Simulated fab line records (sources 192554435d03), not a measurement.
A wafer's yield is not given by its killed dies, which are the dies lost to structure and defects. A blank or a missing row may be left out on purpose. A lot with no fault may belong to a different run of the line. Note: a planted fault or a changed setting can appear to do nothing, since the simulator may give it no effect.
Matching of chambers    flow n5_finfet    ald_sin-01 running N5_FIN_SAQP_ALD_61: 4 sister chambers
The step deposits SiO2, target thk 4 nm, pulse time 1 s, purge time 2 s. 4 wafers are shown with their chamber, then 7 later ones without.

## WAFERS PAIRED WITH THEIR CHAMBERS
wafer   chamber  heater_power_w (W)
L076.1  3        470
L083.2  0        460
L089.1  2        448
L089.4  1        494

## WAFERS MISSING THEIR CHAMBER
wafer   heater_power_w (W)
L089.6  454
L093.1  450
L093.4  465
L093.6  466
L094.1  443
L094.5  455
L094.6  493

## CHAMBER TAKEN BY EACH
wafer   from the rows above      in truth
L089.6  can't be placed: 0 or 2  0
L093.1  can't be placed: 2 or 0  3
L093.4  can't be placed: 0 or 3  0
L093.6  can't be placed: 3 or 0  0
L094.1  2                        2
L094.5  can't be placed: 0 or 2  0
L094.6  1                        1
Placed correctly: 2 of 7. Cannot be placed on the basis of these rows: 5; the candidates contain the true chamber in 4. Number placed wrongly: 0.
How it was worked out, from the rows above alone: a wafer's distance from a chamber is the root of the sum, over the readings, of the square of ((its reading less the chamber's mean) divided by the reading's scatter). If the next closest chamber is less than 2 further off than the closest, the wafer can't be placed; otherwise it belongs to the closest. The mean given for a chamber averages the wafers shown for that chamber. The scatter: root of mean squared gap, hidden wafer to nearest shown wafer, with one shown wafer a chamber.
